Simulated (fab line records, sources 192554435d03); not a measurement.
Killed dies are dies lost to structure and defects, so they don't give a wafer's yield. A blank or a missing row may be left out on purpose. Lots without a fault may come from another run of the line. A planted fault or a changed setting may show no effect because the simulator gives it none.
A struck lot beside a sound one | flow n5_finfet | 15 steps out of a route of 1938
Sound: wafers L592.1, L592.2, L592.4. Struck: wafer L602.3. (L602.4 of the same lot was not struck and is left out.) The cause comes at the end.
At each step with rows: each side's tool, then ch and its chambers, then its first start. Under that, the readings that differ: sound wafers | struck wafers | difference of the means | sigmas: that difference in standard deviations of wafers without a fault.
alike: readings whose means differ by less than 2 such deviations, and words and numbers that are the same on both sides. not compared: withheld readings, readings that some wafer has no value for, bounds like >300 that may hide the same value, and numbers for which the record gives no deviation and whose values overlap.
The two part at a step that has a row with sigmas, a row that says differs or no value, or rows on one side only. Numbers that don't overlap but have no deviation are shown without sigmas and don't part them. A reading that every wafer of one side lacks parts them only if that side has two wafers or more.

first, 2 steps without rows for these wafers: N5_STI_FIN_REVEAL_STRIP_35 (strips Si3N4 in H3PO4, target depth 4 nm, time 39 s); N5_STI_FIN_REVEAL_SRD_21 (time 30 s).
N5_STI_FIN_REVEAL_OXIDATION_33: chemistry O2 PLASMA REMOTE, time 20 s.
  sound on plasma_asher-02 ch 0,1, day 3 18:38; struck on plasma_asher-02 ch 1, day 6 07:30
  alike: drypump_motor_current_A, heater_power_w, o2_flow_sccm, temp_c
  not compared: rf_hours_counter_h
then, 2 steps without rows for these wafers: N5_STI_FIN_REVEAL_CLEAN_19 (cleans in O3/DIW, time 120 s); N5_STI_FIN_REVEAL_SRD_23 (time 30 s).
N5_STI_FIN_REVEAL_CD_MEAS_22: target cd 6.238 nm, pitch 28 nm.
  sound on cd_sem-03, day 3 18:48; struck on cd_sem-02, day 6 07:39
  alike: cd_nm
N5_STI_FIN_REVEAL_FIN_H_MEAS_10:
  sound on ocd-01, day 3 18:50; struck on ocd-02, day 6 07:41
  alike: trench_depth_nm
then, 2 steps without rows for these wafers: N5_STI_FIN_REVEAL_PRECLEAN_18 (cleans in SC2, time 45 s); N5_STI_FIN_REVEAL_SRD_28 (time 30 s).
N5_STI_FIN_REVEAL_INSPECT_13: inspects for defects (darkfield).
  sound on defect_inspect-01, day 3 18:55; struck on defect_inspect-01, day 6 07:46
  alike: raw_defect_count
then, 2 steps without rows for these wafers: N5_DUMMY_GATE_PRECLEAN_00 (cleans in O3/DIW, time 60 s); N5_DUMMY_GATE_SRD_01 (time 30 s).
N5_DUMMY_GATE_ALD_02: deposits SiO2, target thk 2 nm, pulse time 1 s.
  sound on ald_sin-02 ch 0,1,2, day 3 19:50; struck on ald_sin-02 ch 1, day 6 07:52
  reading                                     | sound | struck | difference | sigmas
  model.SiO2_of_DUMMY_GATE_ALD_02.thk_nm (nm) | 2 2 2 | 1.4    | -0.6       |
  alike: heater_power_w, precursor_pulse_height_rel
then, 1 step without rows for these wafers: N5_DUMMY_GATE_CVD_03 (deposits a-Si from SiH4, target thk 150 nm, time 8042 s).
-- the record jumps here: 8 days lie between the struck wafers' starts before and after (it left off in module DUMMY_GATE and takes up again in module BEOL_M4, whose first step shown is number 1111 of the route) --
N5_BEOL_M4_RC_MEAS_101:
  sound on prober-02 ch 0, day 11 11:06; struck on prober-02 ch 0, day 14 00:37
  reading        | sound             | struck | difference | sigmas
  IOFF_P (nA/um) | 0.268 0.246 0.226 | 0.186  | -0.061     | -2
  ION_P (uA/um)  | 474 475 478       | 454    | -22        | -3
  VT_P (mV)      | -245 -247 -246    | -253   | -7         | -2
  alike: DIBL_N, DIBL_P, IOFF_N, ION_N, SS_N, SS_P, VT_N

WHERE THEY PART
Only at N5_BEOL_M4_RC_MEAS_101, within this record.

WHY: what the simulator had put in
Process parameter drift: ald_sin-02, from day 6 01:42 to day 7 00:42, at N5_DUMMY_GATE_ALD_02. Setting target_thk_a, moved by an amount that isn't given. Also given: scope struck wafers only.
